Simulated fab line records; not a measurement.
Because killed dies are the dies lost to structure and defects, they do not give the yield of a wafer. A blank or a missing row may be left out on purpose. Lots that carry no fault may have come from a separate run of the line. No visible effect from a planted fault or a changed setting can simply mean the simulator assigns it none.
What tool caused it? + flow n5Finfet + route of 1938 steps, sampled at 1 step: 9 lots, 25 wafers

## WHAT EACH GAUGE READ, for each wafer
N5_BEOL_M4_RC_MEAS_101.
| lot  | measured     | on        | DIBL_N (mV/V)  |
|------|--------------|-----------|----------------|
| L718 | day 7 22:14  | prober-01 | 33.2 34.0 32.9 |
| L719 | day 8 03:34  | prober-01 | 37.4 34.4 35.2 |
| L723 | day 8 23:52  | prober-02 | 36.4 37.0 36.4 |
| L724 | day 9 06:56  | prober-02 | 36.3 36.4 36.9 |
| L725 | day 9 07:34  | prober-01 | 38.1 37.1      |
| L726 | day 9 17:50  | prober-01 | 34.9 35.6      |
| L733 | day 11 15:17 | prober-01 | 39.8 38.1 38.0 |
| L737 | day 12 18:56 | prober-02 | 37.5 34.7 36.6 |
| L720 | day 13 19:43 | prober-02 | 35.2 34.6 35.8 |

## TOOL THAT RAN EACH LOT (tool first, then ch and the chambers of the sampled wafers, then the start)
Record: no process step prior to these readings.

## THE ANSWER, worked out from the rows above alone
Rule: usual is defined by the lots themselves. The widest of any qualifying gaps counts: lots, ordered by their means at a reading, are off when they make up no more than a third of the lots, leave a main group of 4 or more, and stand apart from it by 3 or more times the standard deviation of that group's means. A main group whose means are all the same, to the digits that the tables above print for the reading, isn't used. A lot without any number at a reading at which 4 lots or more have one is off too. All remaining lots with rows at the step are treated as sound.
No lot is off at any reading shown: from this, nothing can be told.

## WHAT THE SIMULATOR HAD PUT IN
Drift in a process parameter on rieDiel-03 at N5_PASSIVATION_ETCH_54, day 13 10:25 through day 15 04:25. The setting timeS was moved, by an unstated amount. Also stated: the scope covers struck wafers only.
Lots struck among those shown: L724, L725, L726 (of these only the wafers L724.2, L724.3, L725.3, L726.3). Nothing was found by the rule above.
